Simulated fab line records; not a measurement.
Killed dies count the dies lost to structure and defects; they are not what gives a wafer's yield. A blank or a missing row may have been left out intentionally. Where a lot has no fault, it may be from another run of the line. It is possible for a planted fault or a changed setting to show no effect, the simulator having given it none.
Split-lot study + flow n5-finfet + on a route of 1938 steps: 7 lots, 21 wafers read

## ABOUT THE SPLIT
At N5_BEOL_M2_ETCH_64 (etches SOC in N2/H2, target depth 75 nm, overetch 22.5 nm, time 121.9 s), the setting bias-w was moved away from the recipe's 150 W on 6 of the 21 wafers read, by -17.2% to +8.7%. All remaining wafers had this setting at the recipe value.

The reading is taken at the split's own step.

## THE READING
rf-vpp-V, in V, at N5_BEOL_M2_ETCH_64 (etches SOC in N2/H2, target depth 75 nm, overetch 22.5 nm, time 121.9 s). Fault-free wafers of this fab line usually give 524.1 V, standard deviation 2.9 V.

| wafer  | tool, chamber at the split | bias-w as run, W | against the recipe | rf-vpp-V, V | against lot-mates on the recipe |
|--------|----------------------------|------------------|--------------------|-------------|---------------------------------|
| L075.1 | rie-diel-06, 2             | 150              | recipe             | 524.1       | -                               |
| L075.2 | rie-diel-06, 3             | 134.5            | -10.3%             | 487.8       | -36.3                           |
| L075.4 | rie-diel-06, 0             | 134.5            | -10.3%             | 486.0       | -38.1                           |
| L086.2 | rie-diel-01, 1             | 150              | recipe             | 519.9       | -                               |
| L086.3 | rie-diel-01, 2             | 150              | recipe             | 523.8       | -                               |
| L086.4 | rie-diel-01, 0             | 150              | recipe             | 526.6       | -                               |
| L087.2 | rie-diel-01, 2             | 150              | recipe             | 522.2       | -                               |
| L087.4 | rie-diel-01, 0             | 163.1            | +8.7%              | 555.0       | +30.3                           |
| L087.5 | rie-diel-01, 0             | 150              | recipe             | 527.1       | -                               |
| L090.1 | rie-diel-01, 1             | 150              | recipe             | 519.7       | -                               |
| L090.3 | rie-diel-01, 0             | 124.2            | -17.2%             | 467.6       | -53.4                           |
| L090.4 | rie-diel-01, 2             | 150              | recipe             | 522.2       | -                               |
| L092.2 | rie-diel-06, 0             | 150              | recipe             | 520.9       | -                               |
| L092.3 | rie-diel-06, 2             | 150              | recipe             | 525.0       | -                               |
| L092.5 | rie-diel-06, 1             | 150              | recipe             | 521.9       | -                               |
| L091.1 | rie-diel-01, 2             | 150              | recipe             | 522.6       | -                               |
| L091.3 | rie-diel-01, 3             | 161.5            | +7.7%              | 548.3       | +25.7                           |
| L091.5 | rie-diel-01, 0             | 161.5            | +7.7%              | 551.2       | +28.6                           |
| L093.1 | rie-diel-03, 3             | 150              | recipe             | 527.0       | -                               |
| L093.4 | rie-diel-03, 0             | 150              | recipe             | 519.3       | -                               |
| L093.5 | rie-diel-03, 0             | 150              | recipe             | 519.5       | -                               |

FIT RESULTS
A straight line over all 21 wafers: rf-vpp-V changes by +3.4 V for each +1% of bias-w; r = +0.99; the points scatter about the line by 2.6 V.
The same after taking each lot's own level away (the mean of its wafers on the recipe; 21 wafers): +3.37 V for each +1%; r = +0.99; scatter 2.6 V.
According to that fit, moving bias-w by its largest amount changes the reading by 58 V.
The span of the lots' own levels, 520.95 to 524.65 V, comes to 1.3 times the standard deviation stated above.
The two slopes agree, so the slope changes little with the lot-to-lot level.
Check: with one of the wafers moved furthest among these (-17.2%) left out of the fit, the line predicts -61.3 V for it against its lot-mates. Against them it came out at -53.4 V.
Tool readings at the split's step, against how far the setting was moved: rf-vpp-V r = +0.99.

## OTHER SPLITS ON THESE WAFERS
Other splits were also applied to these wafers ahead of the reading. Each is held against what the fit with the lots' levels taken away leaves over:
| other split on the same wafers          | wafers away from the commonest value | r with rf-vpp-V (lot level and that fit taken away) |
|-----------------------------------------|--------------------------------------|-----------------------------------------------------|
| N5_GATE_CUT_ETCH_36 cf4-flow-sccm       | 9                                    | +0.03                                               |
| N5_MOL_CONTACT_COAG_ETCHBACK_135 time-s | 7                                    | +0.17                                               |
| N5_MOL_CONTACT_COAG_COAT_64 spin-rpm    | 4                                    | +0.28                                               |
| N5_BEOL_M0_SAQP_PEB_12 peb-time-s       | 4                                    | -0.36                                               |
| N5_BEOL_M0_ETCH_109 bias-w              | 3                                    | +0.10                                               |
| N5_BEOL_M1_EXPOSE_25 dose-mj            | 8                                    | -0.13                                               |

## THE WHOLE CHAIN: every reading that the file lists as answering this split, in the file's order
| step               | what it does                                                            | reading                                                                          | change (the file's fit)                | r (the file's) |
|--------------------|-------------------------------------------------------------------------|----------------------------------------------------------------------------------|----------------------------------------|----------------|
| N5_BEOL_M2_ETCH_64 | etches SOC in N2/H2, target depth 75 nm, overetch 22.5 nm, time 121.9 s | rf-vpp-V                                                                         | +3.3 V for each +1% of the setting     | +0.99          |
| N5_BEOL_M2_ETCH_64 | etches SOC in N2/H2, target depth 75 nm, overetch 22.5 nm, time 121.9 s | SiARC_of_BEOL_M2_COAT_62.thk-nm (the simulator's own value, which no gauge read) | -0.0777 nm for each +1% of the setting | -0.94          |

## FILE'S OWN FIT
rf-vpp-V changes by +3.3 V for each +1% of bias-w, r = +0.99.
